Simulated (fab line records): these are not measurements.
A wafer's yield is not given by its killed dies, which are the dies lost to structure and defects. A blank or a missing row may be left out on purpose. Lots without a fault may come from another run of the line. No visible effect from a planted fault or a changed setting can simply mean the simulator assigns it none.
Which of the tools did it? | flow nand_harc | 42 wafers from 14 lots sampled at 4 of the route's 1302 steps

== WHAT THE GAUGES READ, wafer by wafer ==
NHARC_THIN_TSV_THK_MEAS_02: measures by ir.
lot  | measured     | on            | thk_nm (nm)
L977 | day 24 09:16 | film_metro-01 | 2965 2629 2937
L980 | day 25 10:10 | film_metro-01 | 2886 3170 3166
L985 | day 27 21:04 | film_metro-01 | 3252 2972 3260
L984 | day 28 06:54 | film_metro-02 | 3291 2966 3198
L983 | day 29 01:43 | film_metro-01 | 2770 2707 3048
L986 | day 30 00:16 | film_metro-02 | 3248 3173 3067
L982 | day 30 04:43 | film_metro-01 | 2775 3020 2977
L991 | day 30 12:04 | film_metro-02 | 3083 2943 2583
L994 | day 30 22:23 | film_metro-02 | 3161 3012 2910
L995 | day 31 15:32 | film_metro-01 | 3078 2945 3140
L997 | day 32 03:05 | film_metro-01 | 2955 3104 2863
L996 | day 32 01:53 | film_metro-02 | 2938 2927 2691
L999 | day 33 08:02 | film_metro-02 | 3034 3236 2951
L100 | day 35 01:47 | film_metro-01 | 2599 2750 2835

NHARC_END_SORT_01.
lot  | measured     | on        | killed_at_array | killed_at_other | killed_at_periphery | killed_dies | killed_open | killed_short
L983 | day 29 19:08 | prober-02 | 135 61 66       | 0 0 0           | 13 13 10            | 148 74 76   | 2 3 5       | 4 4 3
L982 | day 31 00:22 | prober-02 | 48 131 40       | 1 1 1           | 6 2 1               | 55 134 42   | 2 2 1       | 3 0 0

== TOOL THAT RAN EACH LOT (tool first, then ch and the chambers of the sampled wafers, then the start) ==
lot  | NHARC_A_WL_FILL_ETCHBACK_26      | NHARC_THIN_TSV_DEP_43
L977 | rie_si-05 ch 2,3, day 21 16:26   | pecvd-04 ch 0, day 24 09:29
L980 | rie_si-06 ch 1,2,3, day 22 21:34 | pecvd-04 ch 0,1, day 25 10:29
L985 | rie_si-05 ch 0,2,3, day 25 02:14 | pecvd-02 ch 0,1, day 27 21:17
L984 | rie_si-01 ch 1,2, day 25 08:47   | pecvd-03 ch 1,2, day 28 07:10
L983 | rie_si-05 ch 1,2, day 25 22:59   | pecvd-03 ch 0, day 29 02:04
L986 | rie_si-01 ch 1,2,3, day 26 01:32 | pecvd-04 ch 0,2, day 30 00:34
L982 | rie_si-05 ch 2,3, day 26 18:44   | pecvd-03 ch 0,1, day 30 04:56
L991 | rie_si-06 ch 0,1, day 27 02:54   | pecvd-02 ch 1,2, day 30 12:20
L994 | rie_si-06 ch 0,2,3, day 27 13:20 | pecvd-03 ch 1,2, day 30 22:37
L995 | rie_si-01 ch 1,2,3, day 28 16:47 | pecvd-04 ch 0,1,2, day 31 15:50
L997 | rie_si-05 ch 1,2,3, day 29 06:00 | pecvd-03 ch 0,1,2, day 32 03:30
L996 | rie_si-06 ch 1,3, day 29 06:01   | pecvd-02 ch 0,1,2, day 32 02:09
L999 | rie_si-05 ch 0,1,3, day 30 16:50 | pecvd-04 ch 0,2, day 33 08:15
L100 | rie_si-06 ch 0,2,3, day 32 05:02 | pecvd-02 ch 0,1,2, day 35 02:30
- NHARC_A_WL_FILL_ETCHBACK_26: etches the open film in HBr, target depth 52 nm, time 13.3 s.
- NHARC_THIN_TSV_DEP_43: deposits SiO2, target thk 1328.5 nm.

== AS READ BY THE TOOLS THEMSELVES (means over the sampled wafers that have a number; for cases with no such wafer, the mark the record gives instead) ==
NHARC_A_WL_FILL_ETCHBACK_26.
lot  | tool      | chamber_pressure_mTorr (mTorr) | drypump_motor_current_A (A) | oes_product_au (a.u.) | throttle_valve_pct (%)
L977 | rie_si-05 | 15.001                         | 6.0                         | 1.001                 | 23.266
L980 | rie_si-06 | 15.001                         | 5.8                         | 1.000                 | 23.270
L985 | rie_si-05 | 15.013                         | 6.0                         | 1.001                 | 23.262
L984 | rie_si-01 | 15.008                         | 5.8                         | 0.995                 | 23.276
L983 | rie_si-05 | 15.005                         | 5.6                         | 0.989                 | 23.267
L986 | rie_si-01 | 15.015                         | 5.9                         | 0.995                 | 23.263
L982 | rie_si-05 | 15.007                         | 5.9                         | 1.000                 | 23.268
L991 | rie_si-06 | 14.994                         | 5.6                         | 0.987                 | 23.275
L994 | rie_si-06 | 14.996                         | 5.6                         | 1.003                 | 23.267
L995 | rie_si-01 | 15.004                         | 5.8                         | 0.991                 | 23.277
L997 | rie_si-05 | 14.997                         | 5.8                         | 1.008                 | 23.268
L996 | rie_si-06 | 15.000                         | 6.0                         | 0.999                 | 23.258
L999 | rie_si-05 | 15.005                         | 5.8                         | 0.992                 | 23.264
L100 | rie_si-06 | 14.998                         | 5.6                         | 0.994                 | 23.272

NHARC_THIN_TSV_DEP_43.
lot  | tool     | throttle_valve_pct (%)
L977 | pecvd-04 | 16.4
L980 | pecvd-04 | 16.3
L985 | pecvd-02 | 15.4
L984 | pecvd-03 | 15.8
L983 | pecvd-03 | 16.9
L986 | pecvd-04 | 16.5
L982 | pecvd-03 | 16.4
L991 | pecvd-02 | 15.6
L994 | pecvd-03 | 15.6
L995 | pecvd-04 | 16.7
L997 | pecvd-03 | 15.8
L996 | pecvd-02 | 15.7
L999 | pecvd-04 | 16.7
L100 | pecvd-02 | 15.6

== THE ANSWER, worked out from the rows above alone ==
Rule: what is usual is taken from the lots themselves. Put in order of their means at a reading, lots are off if they are a third of the lots or fewer, leave a main group of 4 or more, and stand apart from it by a gap of 3 or more times the standard deviation of the main group's means; of several such gaps the widest counts. The tables above print the reading to a certain number of digits; a main group whose means all agree to those digits is not used. Also off: a lot with no number at a reading for which 4 or more lots have one. All remaining lots with rows at the step are treated as sound. After the gauges, taken in route order, come the tools' own readings; for these a lot's mean is taken, as printed above. At the first step where some lot is off, the reading lying furthest off is the one used; lots without a number count as furthest.
None of the lots is off at any reading shown; this tells nothing.

== WHAT THE SIMULATOR PUT IN ==
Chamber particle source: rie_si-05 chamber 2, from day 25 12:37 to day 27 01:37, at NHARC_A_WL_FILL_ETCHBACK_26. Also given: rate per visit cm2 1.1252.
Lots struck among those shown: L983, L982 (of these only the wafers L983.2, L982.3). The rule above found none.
